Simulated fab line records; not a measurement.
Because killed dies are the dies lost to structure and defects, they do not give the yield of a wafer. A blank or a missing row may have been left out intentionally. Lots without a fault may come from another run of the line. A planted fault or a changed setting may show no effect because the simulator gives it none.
Split-lot trial | flow n5-finfet | on a route of 1938 steps: 7 lots, 21 wafers read

## ON THE SPLIT
At N5_BEOL_M4_DESCUM_16 (chemistry O2, time 7 s), the setting time-s was moved away from the recipe's 7 s on 9 of the 21 wafers read, by -20.0% to +22.3%. The other wafers ran this setting at the recipe's value.

## FROM SPLIT TO READING: 1 step shown by the file between the two
- N5_BEOL_M4_ETCH_74: etches underlayer in N2/H2, target depth 6.5 nm, time 5.2 s

## THE READING
CAR-EUV_of_BEOL_M4_COAT_05.thk-nm (the simulator's own value, which no gauge read), in nm, at N5_BEOL_M4_ETCH_63 (etches SiARC in CF4, target depth 15.6 nm, time 26 s). There is no usual value for it anywhere in the file. Average 11.2 nm, standard deviation 0.13 nm, over the 12 wafers here run with the recipe.

wafer  | tool, chamber at the split | time-s as run, s | against the recipe | CAR-EUV_of_BEOL_M4_COAT_05.thk-nm, nm | against lot-mates on the recipe
L074.2 | rie-diel-03, 0,3           | 5.765            | -17.6%             | 12                                    | +0.8
L074.5 | rie-diel-03, 2             | 7                | recipe             | 11.2                                  | -
L074.6 | rie-diel-03, 0,3           | 5.765            | -17.6%             | 11.8                                  | +0.6
L079.1 | rie-diel-04, 1             | 8.562            | +22.3%             | 10.4                                  | -0.8
L079.2 | rie-diel-04, 2             | 7                | recipe             | 11.2                                  | -
L079.6 | rie-diel-04, 2             | 8.562            | +22.3%             | 10.6                                  | -0.6
L080.1 | rie-diel-03, 2             | 7                | recipe             | 11.2                                  | -
L080.4 | rie-diel-03, 2,3           | 5.6              | -20.0%             | 11.8                                  | +0.6
L080.5 | rie-diel-03, 2,3           | 5.6              | -20.0%             | 11.8                                  | +0.6
L084.1 | rie-diel-02, 3             | 8.463            | +20.9%             | 10.4                                  | -0.7
L084.3 | rie-diel-02, 1             | 7                | recipe             | 11.2                                  | -
L084.6 | rie-diel-02, 1             | 7                | recipe             | 11                                    | -
L088.2 | rie-diel-02, 0             | 7                | recipe             | 11.2                                  | -
L088.5 | rie-diel-02, 2,3           | 7                | recipe             | 11.2                                  | -
L088.4 | rie-diel-02, 2,3           | 7                | recipe             | 11                                    | -
L087.4 | rie-diel-03, 0,0,3         | 7                | recipe             | 11.4                                  | -
L087.5 | rie-diel-03, 0,0,3         | 7                | recipe             | 11.4                                  | -
L087.6 | rie-diel-03, 0,0,3         | 7                | recipe             | 11.4                                  | -
L091.1 | rie-diel-04, 3,0           | 6.185            | -11.6%             | 11.6                                  | +0.4
L091.4 | rie-diel-04, 3,0           | 6.185            | -11.6%             | 11.6                                  | +0.4
L091.2 | rie-diel-04, 1             | 7                | recipe             | 11.2                                  | -
If several chambers appear in one row, that row covers several wafers at once and the file leaves open which wafer was in which chamber.

THE FIT
A straight line over all 21 wafers: CAR-EUV_of_BEOL_M4_COAT_05.thk-nm changes by -0.0338 nm for each +1% of time-s; r = -0.96; the points scatter about the line by 0.12 nm.
The same after taking each lot's own level away (the mean of its wafers on the recipe; 21 wafers): -0.0331 nm for each +1%; r = -0.98; scatter 0.08 nm.
The reading moves by 0.74 nm for the largest change in time-s, on that fit.
Measured against the standard deviation above, the lots' own levels, which go from 11.10 to 11.40 nm, span 2.3 times it.
So the lot-to-lot level changes the slope little: the two slopes agree.
Check: with one of the wafers moved furthest among these (+22.3%) left out of the fit, the line predicts -0.708 nm for it against its lot-mates. Against them it came out at -0.8 nm.

## THE WHOLE CHAIN: every reading that the file lists as answering this split, in the file's order
step                 | what it does                                                | reading                                                                            | change (the file's fit)                | r (the file's)
N5_BEOL_M4_DESCUM_16 | chemistry O2, time 7 s                                      | CAR-EUV_of_BEOL_M4_COAT_05.thk-nm (the simulator's own value, which no gauge read) | -0.0311 nm for each +1% of the setting | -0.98
N5_BEOL_M4_ETCH_74   | etches underlayer in N2/H2, target depth 6.5 nm, time 5.2 s | CAR-EUV_of_BEOL_M4_COAT_05.thk-nm (the simulator's own value, which no gauge read) | -0.0339 nm for each +1% of the setting | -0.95
N5_BEOL_M4_ETCH_63   | etches SiARC in CF4, target depth 15.6 nm, time 26 s        | CAR-EUV_of_BEOL_M4_COAT_05.thk-nm (the simulator's own value, which no gauge read) | -0.0333 nm for each +1% of the setting | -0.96

## FILE'S OWN FIT
CAR-EUV_of_BEOL_M4_COAT_05.thk-nm changes by -0.0333 nm for each +1% of time-s, r = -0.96.
